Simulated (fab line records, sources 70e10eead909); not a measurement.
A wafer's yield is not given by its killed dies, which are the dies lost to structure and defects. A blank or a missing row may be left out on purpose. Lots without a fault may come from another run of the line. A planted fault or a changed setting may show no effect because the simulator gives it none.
A lot that was struck, set against a sound lot	flow nand_harc	14 steps out of a route of 1159
Sound: these wafers, L886.1, L886.5, L886.6. The struck wafers were L890.2, L890.3, L890.5. At the end, the cause is stated.
Order at every step that has rows: each side's tool, ch and its chambers, its first start. Under that, the readings that differ: sound wafers	struck wafers	difference of the means	sigmas: that difference in standard deviations of wafers without a fault.
alike: words and numbers the same on both sides, and readings whose means are apart by under 2 such deviations; not compared: readings that were withheld, readings missing a value for some wafer, numbers with overlapping values and no deviation given by the record, and bounds like >300 which may hide the same value.
The two part at a step that has a row with sigmas, a row that says differs or no value, or rows on one side only. Numbers that don't overlap but have no deviation are shown without sigmas and don't part them. Lack of a reading on every wafer of one side parts them only where that side has two or more wafers.

NHARC_P_M2_PRE_CLEAN_32: time 12 s.
  sound on pecvd-01 ch 0,1,2, day 8 03:45; struck on pecvd-02 ch 0,2, day 9 04:49
  alike: heater_power_w
NHARC_P_M2_DEP_33: deposits SiCN, target thk 30 nm.
  sound on pecvd-01 ch 0,1,2, day 8 03:52; struck on pecvd-02 ch 0,2, day 9 04:54
  alike: heater_power_w, showerhead_vpp_V
NHARC_P_BONDPAD_DEP_00: deposits SiCN, target thk 250 nm.
  sound on pecvd-02 ch 0,1, day 8 04:16; struck on pecvd-02 ch 0,1,2
  alike: heater_power_w, showerhead_vpp_V
NHARC_P_BONDPAD_CMP_32: polishes SiCN, target thk 200 nm.
  sound on cmp-03 ch 0,2,3, day 8 04:43; struck on cmp-02 ch 0,2,3, day 9 05:45
  alike: motor_current_A
NHARC_P_BONDPAD_THK_MEAS_33: measures by ellipsometry.
  sound: film_metro-01 at day 8 04:53; struck: film_metro-02 at day 9 05:58
  alike: thk_nm
then, 7 steps without rows for these wafers: NHARC_P_BONDPAD_SRD_34; NHARC_P_BONDPAD_DEHYDRATE_01 (time 120 s); NHARC_P_BONDPAD_HMDS_02 (time 30 s); NHARC_P_BONDPAD_COAT_36 (time 65 s); NHARC_P_BONDPAD_COAT_03 (resist thk 600 nm); NHARC_P_BONDPAD_SOFTBAKE_04 (time 70 s); NHARC_P_BONDPAD_EBR_05.
NHARC_P_BONDPAD_EXPOSE_06: exposes mask P BPAD.
  sound on krf_scanner-03 ch 0, day 8 05:17; struck on krf_scanner-02, day 9 06:17
  no value came back on the struck wafers for exposure_dose_mJ_cm2, focus_offset_nm (nm), reticle_temp_C (C); on the sound wafers exposure_dose_mJ_cm2 reads 37.02 37.08 37.03
  alike: mask
then, 1 step without rows for these wafers: NHARC_P_BONDPAD_PEB_07 (peb time 80 s).

## WHERE THEY PART
NHARC_P_BONDPAD_EXPOSE_06 only, going by this record.

WHY: the cause the simulator had injected
Entire step skipped (krf_scanner-02, NHARC_P_BONDPAD_EXPOSE_06), from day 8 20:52 onward. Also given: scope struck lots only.
